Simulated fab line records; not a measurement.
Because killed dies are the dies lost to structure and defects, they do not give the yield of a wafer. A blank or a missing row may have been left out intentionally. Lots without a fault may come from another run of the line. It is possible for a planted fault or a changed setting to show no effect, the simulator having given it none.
fab line records -- flow n5-finfet
[record] lots = 6, wafers = 18, last-day = 19
route steps=1938 shown WELL_APT@52 PMOS_HMC_CHANNEL_EPI@57 PASSIVATION@1936
lots untouched by any fault: they come from a run of this same line in which no faults occurred
start-h: start of the lot's first displayed wafer, in hours after the record's first day -- wait-h: hours elapsed since this lot's preceding step -- " identical to the entry in the row above -- L1.1+2: one row covering several wafers at once -- - no value present, or no start provided -- * or withheld: withheld -- < > ~ a bound
route shown NAME@n: NAME is a module with steps in the file, n the number in the route of the first one -- usual: average and standard deviation across the fault-free wafers -- same: alike in all rows -- chamber/n: place in a boat -- sites: the reading at each site -- _std_site: their standard deviation -- _edge_site: inner sites' mean taken away from outer sites' mean -- radius-mm: how far each site lies from the wafer's centre -- mask NAME#n: copy n -- behind: the most recent tool/chamber to have shaped the wafer -- hold: cause of the lot's hold/its duration in hours/its outcome -- device: whichever transistor did not switch (one of n, p or np) -- end of line: tests of these same wafers at the route's end -- where a step has no rows: the recipe by itself -- killed: the dies lost at the first sort to structure and to defects; this is not the yield of the wafer -- map: shows each die of a wafer: x if killed, . if not, _ if none is there
set.NAME: the setting that was run; set.NAME@STEP: the one run at that earlier step -- model.NAME: the simulator's own value behind a step, which no gauge read
certain route steps with their lots: each step a table, each wafer a row
services: from which hour (start-h, from the record's first day; less than 0 if before it) a tool's chamber was out of use, for how many hours, and why
[[steps]]
[step N5_WELL_APT_PRECLEAN_36]
[recipe] chemistry = O3/DIW, time-s = 45, temp-c = 22, o3-ppm = 10
[step N5_WELL_APT_PRECLEAN_39]
[recipe] chemistry = dHF, time-s = 60, dilution = 150:1, temp-c = 25
[step N5_WELL_APT_SRD_37]
[recipe] dry = ipa-marangoni, do-ppb = 5, time-s = 30, temp-c = 23, rinse-liquid = diw
[step N5_WELL_APT_EPI_41]
[recipe] material = Si, target-thk-a = 500, temp-c = 650, precursor = SiH4/H2, pressure-torr = 20, time-s = 297.7
[usual] throttle-valve-pct = 11.41/0.26
lot.wafer,tool,chamber,start-h,wait-h,throttle-valve-pct
L290.1,epi-rpcvd-01,0,88.91,0.0,11.27
L290.3,epi-rpcvd-01,0,88.91,0.0,11.54
L290.5,epi-rpcvd-01,0,88.91,0.0,11.44
L291.1,epi-rpcvd-03,0,94.17,0.0,10.82
L291.3,epi-rpcvd-03,0,94.17,0.0,10.88
L291.4,epi-rpcvd-03,0,94.17,0.0,10.77
L294.1,epi-rpcvd-01,0,112.60,0.0,11.52
L294.3,epi-rpcvd-01,0,112.60,0.0,11.42
L294.5,epi-rpcvd-01,0,112.60,0.0,11.46
L297.3,epi-rpcvd-04,0,130.67,0.3,11.13
L297.4,epi-rpcvd-04,0,130.67,0.3,11.55
L297.6,epi-rpcvd-04,0,130.67,0.3,11.24
L298.1,epi-rpcvd-01,0,136.11,0.0,11.70
L298.4,epi-rpcvd-01,0,136.11,0.0,11.70
L298.6,epi-rpcvd-01,0,136.11,0.0,11.76
L301.2,epi-rpcvd-04,0,154.43,0.1,11.47
L301.3,epi-rpcvd-04,0,154.43,0.1,11.52
L301.5,epi-rpcvd-04,0,154.43,0.1,11.19
[step N5_WELL_APT_INSPECT_38]
[recipe] inspect-instrument = darkfield, mode = post-epi
[usual] raw-defect-count = 13/4.3
lot.wafer,tool,chamber,start-h,wait-h,raw-defect-count
L290.1,defect-inspect-02,-,89.55,0.5,11
L290.3,defect-inspect-02,-,89.55,0.5,8
L290.5,defect-inspect-02,-,89.55,0.5,14
L291.1,defect-inspect-01,-,94.80,0.5,12
L291.3,defect-inspect-01,-,94.80,0.5,9
L291.4,defect-inspect-01,-,94.80,0.5,14
L294.1,defect-inspect-02,-,113.44,0.7,5
L294.3,defect-inspect-02,-,113.44,0.7,10
L294.5,defect-inspect-02,-,113.44,0.7,15
L297.3,defect-inspect-02,-,131.24,0.4,6
L297.4,defect-inspect-02,-,131.24,0.4,12
L297.6,defect-inspect-02,-,131.24,0.4,19
L298.1,defect-inspect-02,-,136.74,0.5,16
L298.4,defect-inspect-02,-,136.74,0.5,10
L298.6,defect-inspect-02,-,136.74,0.5,5
L301.2,defect-inspect-02,-,154.97,0.4,15
L301.3,defect-inspect-02,-,154.97,0.4,22
L301.5,defect-inspect-02,-,154.97,0.4,11
[step N5_PMOS_HMC_CHANNEL_EPI_HM_DEP_34]
[recipe] material = SiO2, target-thk-a = 360, temp-c = 400, precursor = TEOS/O2, pressure-torr = 6.5, rf-w = 900, teos-flow-sccm = 161.4, gas = O2, flow-sccm = 2650, time-s = 6.9
[usual] heater-power-w = 525/67, showerhead-plenum-p-Torr = 8.36/0.034, throttle-valve-pct = 18.6/1.1
lot.wafer,tool,chamber,start-h,wait-h,heater-power-w,showerhead-plenum-p-Torr,throttle-valve-pct
L290.1,pecvd-04,2,89.59,0.0,484,8.36,19.7
L290.3,pecvd-04,1,89.59,0.0,577,8.41,17.6
L290.5,pecvd-04,0,89.59,0.0,548,8.33,19.1
L291.1,pecvd-04,2,94.84,0.0,543,8.38,19.3
L291.3,pecvd-04,0,94.84,0.0,538,8.37,19.3
L291.4,pecvd-04,0,94.84,0.0,528,8.36,19.4
L294.1,pecvd-01,0,113.47,0.0,464,8.30,17.6
L294.3,pecvd-01,1,113.47,0.0,580,8.38,18.9
L294.5,pecvd-01,0,113.47,0.0,462,8.29,17.8
L297.3,pecvd-02,1,131.28,0.0,469,8.35,19.9
L297.4,pecvd-02,1,131.28,0.0,468,8.35,20.1
L297.6,pecvd-02,2,131.28,0.0,558,8.37,17.1
L298.1,pecvd-01,0,136.78,0.0,462,8.29,17.7
L298.4,pecvd-01,2,136.78,0.0,587,8.38,16.9
L298.6,pecvd-01,0,136.78,0.0,454,8.29,17.9
L301.2,pecvd-04,1,155.01,0.0,575,8.42,17.3
L301.3,pecvd-04,0,155.01,0.0,488,8.33,19.5
L301.5,pecvd-04,0,155.01,0.0,488,8.34,19.3
[step N5_PMOS_HMC_CHANNEL_EPI_COAT_31]
[recipe] resist = BARC, temp-c = 205, time-s = 60, spin-rpm = 1500, resist-thk-nm = 66
[step N5_PMOS_HMC_CHANNEL_EPI_COAT_03]
[recipe] resist = CAR-ArF-block, spin-rpm = 1500, resist-thk-nm = 205
[step N5_PMOS_HMC_CHANNEL_EPI_EBR_05]
[recipe] solvent = PGMEA, ebr-width-mm = 1.5
[step N5_PMOS_HMC_CHANNEL_EPI_SOFTBAKE_04]
[recipe] temp-c = 110, time-s = 60, resist = CAR-ArF-block
[step N5_PMOS_HMC_CHANNEL_EPI_EXPOSE_06]
[recipe] mask-id = PMOS_HMC_BLK, na = 1.35, source-shape = conventional, sigma-outer = 0.8, polarization = unpolarized, target-cd-nm = 240, dose-mj = 41
[step N5_PMOS_HMC_CHANNEL_EPI_PEB_07]
[recipe] peb-temp-c = 110, peb-time-s = 60, resist = CAR-ArF-block
[step N5_PMOS_HMC_CHANNEL_EPI_DEVELOP_08]
[recipe] develop-time-s = 30, developer = TMAH, resist = CAR-ArF-block, dev-temp-c = 23, rinse-liquid = diw, dry = air-spin
[usual] exhaust-pa = 45.0/0.85
lot.wafer,tool,chamber,start-h,wait-h,exhaust-pa
L290.1,litho-track-02,0,89.93,-,44.1
L290.3,litho-track-02,0,89.93,-,45.2
L290.5,litho-track-02,0,89.93,-,45.4
L291.1,litho-track-02,0,95.19,-,43.8
L291.3,litho-track-02,0,95.19,-,45.6
L291.4,litho-track-02,0,95.19,-,44.4
L294.1,litho-track-03,0,113.82,-,46.6
L294.3,litho-track-03,0,113.82,-,45.2
L294.5,litho-track-03,0,113.82,-,45.0
L297.3,litho-track-03,0,131.62,-,45.4
L297.4,litho-track-03,0,131.62,-,46.3
L297.6,litho-track-03,0,131.62,-,46.3
L298.1,litho-track-03,0,137.13,-,45.3
L298.4,litho-track-03,0,137.13,-,44.9
L298.6,litho-track-03,0,137.13,-,45.1
L301.2,litho-track-01,0,155.35,-,44.5
L301.3,litho-track-01,0,155.35,-,44.8
L301.5,litho-track-01,0,155.35,-,45.6
[step N5_PMOS_HMC_CHANNEL_EPI_CD_MEAS_09]
[recipe] target-cd-nm = 237.4, landing-energy-ev = 500, detector = se-inlens
[usual] cd-nm = 237.9/1.1
lot.wafer,tool,chamber,start-h,wait-h,cd-nm
L290.1,cd-sem-02,0,89.99,-,236.9
L290.3,cd-sem-02,0,89.99,-,236.6
L290.5,cd-sem-02,0,89.99,-,238.3
L291.1,cd-sem-01,0,95.25,-,238.1
L291.3,cd-sem-01,0,95.25,-,236.7
L291.4,cd-sem-01,0,95.25,-,236.9
L294.1,cd-sem-03,0,113.88,-,238.3
L294.3,cd-sem-03,0,113.88,-,237.8
L294.5,cd-sem-03,0,113.88,-,238.7
L297.3,cd-sem-02,0,131.68,-,236.3
L297.4,cd-sem-02,0,131.68,-,238.7
L297.6,cd-sem-02,0,131.68,-,236.9
L298.1,cd-sem-02,0,137.18,-,237.9
L298.4,cd-sem-02,0,137.18,-,239.9
L298.6,cd-sem-02,0,137.18,-,239.0
L301.2,cd-sem-03,0,155.41,-,240.0
L301.3,cd-sem-03,0,155.41,-,238.1
L301.5,cd-sem-03,0,155.41,-,237.9
[step N5_PMOS_HMC_CHANNEL_EPI_OVL_MEAS_10]
[recipe] points-per-wafer = 44
[usual] PMOS_HMC_BLK_OVL = 0.5/0.66
lot.wafer,tool,chamber,start-h,wait-h,PMOS_HMC_BLK_OVL[nm]
L290.1,overlay-02,0,90.02,0.0,0.6
L290.3,overlay-02,0,90.02,0.0,0.0
L290.5,overlay-02,0,90.02,0.0,-1.3
L291.1,overlay-01,0,95.28,0.0,-0.2
L291.3,overlay-01,0,95.28,0.0,0.5
L291.4,overlay-01,0,95.28,0.0,0.5
L294.1,overlay-02,0,113.91,0.0,0.8
L294.3,overlay-02,0,113.91,0.0,1.1
L294.5,overlay-02,0,113.91,0.0,1.3
L297.3,overlay-01,0,131.71,0.0,0.9
L297.4,overlay-01,0,131.71,0.0,1.2
L297.6,overlay-01,0,131.71,0.0,0.9
L298.1,overlay-01,0,137.21,0.0,1.1
L298.4,overlay-01,0,137.21,0.0,0.5
L298.6,overlay-01,0,137.21,0.0,0.6
L301.2,overlay-01,0,155.44,0.0,0.5
L301.3,overlay-01,0,155.44,0.0,-0.5
L301.5,overlay-01,0,155.44,0.0,-0.2
[step N5_PMOS_HMC_CHANNEL_EPI_INSPECT_11]
[recipe] mode = adi, inspect-instrument = macro
[usual] raw-defect-count = 2.2/1.4
lot.wafer,tool,chamber,start-h,wait-h,raw-defect-count
L290.1,defect-inspect-01,-,90.04,0.0,2
L290.3,defect-inspect-01,-,90.04,0.0,0
L290.5,defect-inspect-01,-,90.04,0.0,3
L291.1,defect-inspect-01,-,95.30,0.0,3
L291.3,defect-inspect-01,-,95.30,0.0,4
L291.4,defect-inspect-01,-,95.30,0.0,1
L294.1,defect-inspect-02,-,113.93,0.0,4
L294.3,defect-inspect-02,-,113.93,0.0,0
L294.5,defect-inspect-02,-,113.93,0.0,0
L297.3,defect-inspect-02,-,131.74,0.0,1
L297.4,defect-inspect-02,-,131.74,0.0,4
L297.6,defect-inspect-02,-,131.74,0.0,0
L298.1,defect-inspect-02,-,137.24,0.0,3
L298.4,defect-inspect-02,-,137.24,0.0,8
L298.6,defect-inspect-02,-,137.24,0.0,1
L301.2,defect-inspect-01,-,155.47,0.0,2
L301.3,defect-inspect-01,-,155.47,0.0,1
L301.5,defect-inspect-01,-,155.47,0.0,3
[step N5_PMOS_HMC_CHANNEL_EPI_DESCUM_14]
[recipe] chemistry = O2, time-s = 7.9, source-power-w = 50, bias-power-w = 20, pressure-mtorr = 20, rf-frequency-hz = 2.712e+07, temp-c = 40, resist = CAR-ArF-block, o2-flow-sccm = 225
[usual] drypump-motor-current-A = 5.3/0.45, oes-product-au = 0.77/0.054, rf-vpp-V = 244.2/1.1, showerhead-plenum-p-Torr = 2.16/0.059, throttle-valve-pct = 20.42/0.23
lot.wafer,tool,chamber,start-h,wait-h,drypump-motor-current-A,oes-product-au,rf-hours-counter-h,rf-vpp-V,showerhead-plenum-p-Torr,throttle-valve-pct,model.PMOS_HMC_CHANNEL_EPI.cd-nm
L290.1,rie-diel-01,2,90.26,0.2,5.0,0.78,124,243.4,2.11,20.58,236.8
L290.3,rie-diel-01,3,90.26,0.2,4.6,0.77,141,245.7,2.18,20.19,237
L290.5,rie-diel-01,3,90.26,0.2,4.6,0.77,-,243.8,2.18,20.21,238.1
L291.1,rie-diel-02,3,95.33,0.0,5.5,0.85,57,244.1,2.21,20.10,237.7
L291.3,rie-diel-02,0,95.33,0.0,5.0,0.71,172,244.1,2.17,20.51,236.6
L291.4,rie-diel-02,1,95.33,0.0,5.1,0.78,122,245.7,2.20,20.16,237.3
L294.1,rie-diel-01,3,113.97,0.0,4.6,0.76,149,244.6,2.18,20.22,238.3
L294.3,rie-diel-01,2,113.97,0.0,5.0,0.78,133,243.1,2.11,20.61,238
L294.5,rie-diel-01,1,113.97,0.0,5.7,0.71,-,243.5,2.16,20.67,238.6
L297.3,rie-diel-02,1,131.77,0.0,5.0,0.77,134,244.3,2.19,20.19,236
L297.4,rie-diel-02,3,131.77,0.0,5.5,0.82,67,244.7,2.20,20.12,238.5
L297.6,rie-diel-02,2,131.77,0.0,4.8,0.85,-,244.4,2.21,20.81,236.9
L298.1,rie-diel-01,0,137.76,0.5,5.5,0.77,133,244.0,2.19,20.24,237.9
L298.4,rie-diel-01,3,137.76,0.5,4.7,0.75,159,245.6,2.17,20.23,240.1
L298.6,rie-diel-01,0,137.76,0.5,5.5,0.77,-,243.6,2.19,20.22,238.9
L301.2,rie-diel-02,2,155.53,0.1,4.8,0.85,65,246.3,2.21,20.82,239.8
L301.3,rie-diel-02,0,155.53,0.1,5.0,0.70,189,244.6,2.16,20.53,238.3
L301.5,rie-diel-02,1,155.53,0.1,5.1,0.77,-,245.1,2.19,20.21,238.1
[step N5_PMOS_HMC_CHANNEL_EPI_ETCH_32]
[recipe] chemistry = N2/H2, target = BARC, stop-on = SiO2, target-depth-a = 858, over-etch-frac = 0.3, time-s = 50.3, ion-energy-ev = 200, mask-material = CAR-ArF-block, pressure-mtorr = 30, source-w = 840, bias-w = 150, n2-flow-sccm = 200, h2-flow-sccm = 200
[usual] drypump-motor-current-A = 5.3/0.45, oes-product-au = 0.66/0.043, rf-vpp-V = 525.9/2.2, showerhead-plenum-p-Torr = 2.62/0.074, throttle-valve-pct = 17.89/0.26
[same] over-etch-frac = 0.3
lot.wafer,tool,chamber,start-h,wait-h,drypump-motor-current-A,oes-product-au,rf-hours-counter-h,rf-vpp-V,showerhead-plenum-p-Torr,throttle-valve-pct
L290.1,rie-diel-01,2,90.29,0.0,5.0,0.67,124,525.1,2.55,17.90
L290.3,rie-diel-01,3,90.29,0.0,4.7,0.66,141,526.3,2.66,17.65
L290.5,rie-diel-01,3,90.29,0.0,4.7,0.65,-,526.5,2.66,17.65
L291.1,rie-diel-02,3,95.37,0.0,5.5,0.72,57,528.6,2.70,17.54
L291.3,rie-diel-02,0,95.37,0.0,5.1,0.61,172,527.0,2.65,18.00
L291.4,rie-diel-02,1,95.37,0.0,5.1,0.66,122,527.2,2.67,17.65
L294.1,rie-diel-01,3,114.00,0.0,4.7,0.65,149,527.7,2.65,17.66
L294.3,rie-diel-01,2,114.00,0.0,5.0,0.67,133,522.9,2.55,17.94
L294.5,rie-diel-01,1,114.00,0.0,5.8,0.62,-,526.4,2.63,18.24
L297.3,rie-diel-02,1,131.81,0.0,5.0,0.66,134,527.1,2.66,17.68
L297.4,rie-diel-02,3,131.81,0.0,5.5,0.71,67,528.5,2.69,17.57
L297.6,rie-diel-02,2,131.81,0.0,4.8,0.74,-,527.9,2.69,18.36
L298.1,rie-diel-01,0,137.80,0.0,5.5,0.65,133,527.7,2.66,17.67
L298.4,rie-diel-01,3,137.80,0.0,4.6,0.65,159,527.0,2.65,17.68
L298.6,rie-diel-01,0,137.80,0.0,5.5,0.65,-,527.3,2.66,17.69
L301.2,rie-diel-02,2,155.57,0.0,4.8,0.73,65,527.8,2.69,18.37
L301.3,rie-diel-02,0,155.57,0.0,5.1,0.59,189,527.5,2.64,18.02
L301.5,rie-diel-02,1,155.57,0.0,5.1,0.65,-,526.4,2.66,17.67
[step N5_PASSIVATION_PROBE_49]
[usual] killed_at_M0_to_M3 = 36/11, killed_at_M4_up = 13/5.1, killed-at-contacts = 14/4.9, killed-at-front-end = 41/10, killed-at-other = 3.4/2.6, killed-dies = 107/16, killed-on-rim = 14/4, killed-open = 70/11, killed-short = 36/7.8
[same] gross-dies = 1180, killed-at-back-side = 0
lot.wafer,tool,chamber,start-h,wait-h,killed_at_M0_to_M3,killed_at_M4_up,killed-at-contacts,killed-at-front-end,killed-at-other,killed-dies,killed-on-rim,killed-open,killed-short
L290.1,prober-02,-,393.91,0.0,40,12,13,44,2,111,19,64,46
L290.3,prober-02,-,394.01,0.1,27,10,15,50,3,105,12,77,27
L290.5,prober-02,-,394.11,0.2,41,17,20,41,5,124,17,85,37
L291.1,prober-01,-,395.90,0.0,38,15,20,36,3,112,14,69,41
L291.3,prober-01,-,396.00,0.1,38,9,16,37,2,102,10,71,31
L291.4,prober-01,-,396.05,0.2,52,10,17,39,4,122,21,79,43
L298.1,prober-01,-,438.61,0.0,25,24,12,37,10,108,16,66,35
L298.4,prober-01,-,438.76,0.2,24,17,14,30,4,89,11,57,31
L298.6,prober-01,-,438.86,0.3,25,22,20,58,6,131,15,81,44
L294.1,prober-01,-,451.16,0.0,25,21,9,47,6,108,9,71,36
L294.3,prober-01,-,451.26,0.1,15,16,8,50,10,99,13,69,30
L294.5,prober-01,-,451.36,0.2,22,7,18,47,1,95,9,64,29
L297.3,prober-01,-,461.13,0.1,28,12,16,37,1,94,11,71,22
L297.4,prober-01,-,461.18,0.2,59,9,10,37,4,119,18,84,31
L297.6,prober-01,-,461.28,0.3,56,13,9,41,0,119,16,78,39
L301.2,prober-01,-,465.20,0.1,50,10,10,30,0,100,10,59,34
L301.3,prober-01,-,465.25,0.2,33,10,26,39,1,109,21,77,27
L301.5,prober-01,-,465.35,0.3,54,14,9,34,0,111,12,68,40
// killed by level:class
L290.1 MOL_CONTACT_COAG:geometric-particle:open=11 FIN_SAQP:geometric-particle:short=11 FIN_SAQP:geometric-particle:open=10 BEOL_M0_SAQP:geometric-particle:short=9 BEOL_M2:geometric-particle:open=9 BEOL_M1:geometric-particle:open=6 STARTING-WAFER:geometric-particle:short=6 BEOL_M2:geometric-particle:short=4
L290.3 MOL_CONTACT_COAG:geometric-particle:open=15 FIN_SAQP:geometric-particle:open=12 FIN_SAQP:geometric-particle:short=9 DUMMY_GATE:geometric-particle:open=9 BEOL_M0_SAQP:geometric-particle:open=8 BEOL_M2:geometric-particle:open=7 STI_FIN_REVEAL:geometric-particle:open=4 BEOL_M0_SAQP:geometric-particle:short=4
L290.5 MOL_CONTACT_COAG:geometric-particle:open=16 FIN_SAQP:geometric-particle:open=11 STI_FIN_REVEAL:geometric-particle:open=10 FIN_SAQP:geometric-particle:short=9 BEOL_M0_SAQP:geometric-particle:open=9 BEOL_M1:geometric-particle:open=8 BEOL_M3:geometric-particle:open=7 BEOL_M2:geometric-particle:open=6
L291.1 MOL_CONTACT_COAG:geometric-particle:open=17 BEOL_M0_SAQP:geometric-particle:short=13 BEOL_M0_SAQP:geometric-particle:open=8 FIN_SAQP:geometric-particle:open=7 FIN_SAQP:geometric-particle:short=6 BEOL_M3:geometric-particle:open=5 STI_FIN_REVEAL:geometric-particle:open=4 BEOL_M2:geometric-particle:open=4
L291.3 MOL_CONTACT_COAG:geometric-particle:open=12 BEOL_M0_SAQP:geometric-particle:open=11 DUMMY_GATE:geometric-particle:open=9 BEOL_M0_SAQP:geometric-particle:short=9 GATE_CUT:geometric-particle:short=8 FIN_SAQP:geometric-particle:open=7 BEOL_M3:geometric-particle:open=5 MOL_CONTACT_COAG:geometric-particle:short=4
L291.4 MOL_CONTACT_COAG:geometric-particle:open=15 FIN_SAQP:geometric-particle:short=12 BEOL_M3:geometric-particle:open=9 BEOL_M0_SAQP:geometric-particle:short=8 BEOL_M0_SAQP:geometric-particle:open=7 BEOL_M1:geometric-particle:open=7 BEOL_M2:geometric-particle:open=7 DUMMY_GATE:geometric-particle:open=6
L298.1 MOL_CONTACT_COAG:geometric-particle:open=10 BEOL_M4:geometric-particle:open=10 BEOL_M0_SAQP:geometric-particle:open=9 BEOL_M0_SAQP:geometric-particle:short=8 GATE_CUT:geometric-particle:short=6 FIN_SAQP:geometric-particle:open=5 STI_FIN_REVEAL:geometric-particle:open=5 GATE_CUT:geometric-particle:open=5
L298.4 BEOL_M4:geometric-particle:open=11 MOL_CONTACT_COAG:geometric-particle:open=10 FIN_SAQP:geometric-particle:open=8 BEOL_M1:geometric-particle:open=8 BEOL_M0_SAQP:geometric-particle:short=6 FIN_SAQP:geometric-particle:short=4 GATE_CUT:geometric-particle:short=4 MOL_CONTACT_COAG:geometric-particle:short=4
L298.6 STI_FIN_REVEAL:geometric-particle:open=20 MOL_CONTACT_COAG:geometric-particle:open=16 GATE_CUT:geometric-particle:short=11 FIN_SAQP:geometric-particle:open=9 BEOL_M5:geometric-particle:open=8 BEOL_M2:geometric-particle:open=6 BEOL_M0_SAQP:geometric-particle:short=5 MOL_CONTACT_COAG:geometric-particle:short=4
L294.1 BEOL_M4:geometric-particle:open=13 FIN_SAQP:geometric-particle:open=10 STI_FIN_REVEAL:geometric-particle:open=7 MOL_CONTACT_COAG:geometric-particle:open=7 BEOL_M0_SAQP:geometric-particle:open=7 BEOL_M0_SAQP:geometric-particle:short=6 FIN_SAQP:geometric-particle:short=5 BEOL_M1:geometric-particle:open=4
L294.3 FIN_SAQP:geometric-particle:open=19 STI_FIN_REVEAL:geometric-particle:open=10 BEOL_M4:geometric-particle:open=10 FIN_SAQP:geometric-particle:short=8 MOL_CONTACT_COAG:geometric-particle:open=6 BEOL_M0_SAQP:geometric-particle:open=5 PAD_METAL:geometric-particle:short=4 ILD0:geometric-particle:short=3
L294.5 MOL_CONTACT_COAG:geometric-particle:open=13 FIN_SAQP:geometric-particle:open=11 STI_FIN_REVEAL:geometric-particle:open=7 BEOL_M2:geometric-particle:open=6 FIN_SAQP:geometric-particle:short=5 MOL_CONTACT_COAG:geometric-particle:short=5 BEOL_M0_SAQP:geometric-particle:short=5 DUMMY_GATE:geometric-particle:open=4
L297.3 MOL_CONTACT_COAG:geometric-particle:open=14 DUMMY_GATE:geometric-particle:open=10 BEOL_M3:geometric-particle:open=7 FIN_SAQP:geometric-particle:open=6 STI_FIN_REVEAL:geometric-particle:open=5 BEOL_M0_SAQP:geometric-particle:open=5 BEOL_M2:geometric-particle:open=5 FIN_SAQP:geometric-particle:short=4
L297.4 BEOL_M0_SAQP:geometric-particle:open=16 BEOL_M3:geometric-particle:open=15 BEOL_M1:geometric-particle:open=10 FIN_SAQP:geometric-particle:open=8 BEOL_M0_SAQP:geometric-particle:short=8 STI_FIN_REVEAL:geometric-particle:open=7 MOL_CONTACT_COAG:geometric-particle:short=5 MOL_CONTACT_COAG:geometric-particle:open=5
L297.6 BEOL_M0_SAQP:geometric-particle:open=13 BEOL_M0_SAQP:geometric-particle:short=9 BEOL_M1:geometric-particle:open=9 MOL_CONTACT_COAG:geometric-particle:open=8 BEOL_M3:geometric-particle:short=8 STI_FIN_REVEAL:geometric-particle:open=7 BEOL_M3:geometric-particle:open=7 STARTING-WAFER:geometric-particle:open=6
L301.2 BEOL_M0_SAQP:geometric-particle:open=15 BEOL_M0_SAQP:geometric-particle:short=14 BEOL_M3:geometric-particle:open=7 FIN_SAQP:geometric-particle:open=6 MOL_CONTACT_COAG:geometric-particle:open=6 DUMMY_GATE:geometric-particle:open=5 FIN_SAQP:geometric-particle:short=4 BEOL_M2:geometric-particle:open=4
L301.3 MOL_CONTACT_COAG:geometric-particle:open=20 FIN_SAQP:geometric-particle:open=9 BEOL_M3:geometric-particle:open=8 DUMMY_GATE:geometric-particle:open=7 BEOL_M0_SAQP:geometric-particle:short=7 BEOL_M0_SAQP:geometric-particle:open=6 BEOL_M1:geometric-particle:open=6 MOL_CONTACT_COAG:geometric-particle:short=5
L301.5 BEOL_M0_SAQP:geometric-particle:short=16 BEOL_M1:geometric-particle:open=12 BEOL_M0_SAQP:geometric-particle:open=10 MOL_CONTACT_COAG:geometric-particle:open=8 FIN_SAQP:geometric-particle:open=7 BEOL_M1:geometric-particle:short=6 BEOL_M3:geometric-particle:open=5 ILD0:geometric-particle:open=4
[[services]]
tool,chamber,start-h,hours,kind
pecvd-01,2,76.65,2.1,scheduled-down
pecvd-01,1,94.06,2.6,repair
pecvd-01,2,98.79,1.8,repair
rie-diel-02,0,100.91,6.0,repair
epi-rpcvd-04,-,103.77,0.4,repair
pecvd-04,2,113.73,4.0,repair
epi-rpcvd-03,-,118.02,6.0,pm
rie-diel-02,2,137.47,6.3,repair
pecvd-01,-,142.23,2.8,pm
[[key]]
first-sign none at tools or gauges
[model-effect] step = N5_PMOS_HMC_CHANNEL_EPI_DESCUM_14, value = PMOS_HMC_CHANNEL_EPI.cd-nm, without = 237.6, struck = 239.3
met-at N5_PMOS_HMC_CHANNEL_EPI_DEVELOP_08
struck-wafers L297.4,L298.4
tester-left-out L297,L298
onset-between 113.82 131.62
[fault] kind = process-parameter-drift, tool = litho-track-03, chamber = -, onset-h = 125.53, steps = N5_PMOS_HMC_CHANNEL_EPI_DEVELOP_08, channel = develop-time-s, offset = *, shape = step, end-h = 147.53, scope = struck-wafers-only, acts-in = *, stated = *
// tester-left-out: of these lots the tester's yield and bins aren't shown, on N5 and GAA mostly nor the transistor test; their killed dies are dies lost to structure and defects alone, not to doping, threshold or leakage, so they don't give the yield
